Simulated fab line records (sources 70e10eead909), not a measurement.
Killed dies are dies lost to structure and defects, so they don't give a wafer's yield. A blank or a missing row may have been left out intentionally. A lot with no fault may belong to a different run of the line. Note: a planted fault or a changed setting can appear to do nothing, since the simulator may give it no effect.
Matching of chambers -- flow nand-harc -- NHARC_P_ZERO_WELL_ETCH_63 on rie-si-03 has 4 sister chambers
The step etches the open film in HBr/Cl2, target depth 120 nm, time 40.1 s. 4 wafers are shown with their chamber, then 7 later ones without.

WAFERS, EACH WITH ITS CHAMBER
wafer,chamber,drypump-motor-current-A (A)
L083.1,1,5.2
L083.3,0,5.3
L089.1,2,6.2
L089.3,3,5.9

WAFERS WITH NO CHAMBER GIVEN
wafer,drypump-motor-current-A (A)
L089.6,5.3
L092.1,5.2
L092.3,5.9
L092.4,6.2
L096.2,5.2
L096.5,5.3
L096.6,5.8

EACH ONE'S CHAMBER
wafer,from the rows above,in truth
L089.6,0,0
L092.1,1,1
L092.3,3,3
L092.4,2,2
L096.2,1,1
L096.5,0,0
L096.6,3,3
7 of 7 placed correctly. Number that these rows cannot place: 0. Number placed wrongly: 0.
How it was worked out, from the rows above alone: a wafer's distance from a chamber is the root of the sum, over the readings, of the square of ((its reading less the chamber's mean) divided by the reading's scatter). The wafer belongs to the nearest chamber; if the next one is less than 2 further off, it can't be placed. Each chamber's mean is taken over the wafers shown for it. The scatter: root of mean squared gap, hidden wafer to nearest shown wafer, with one shown wafer a chamber.
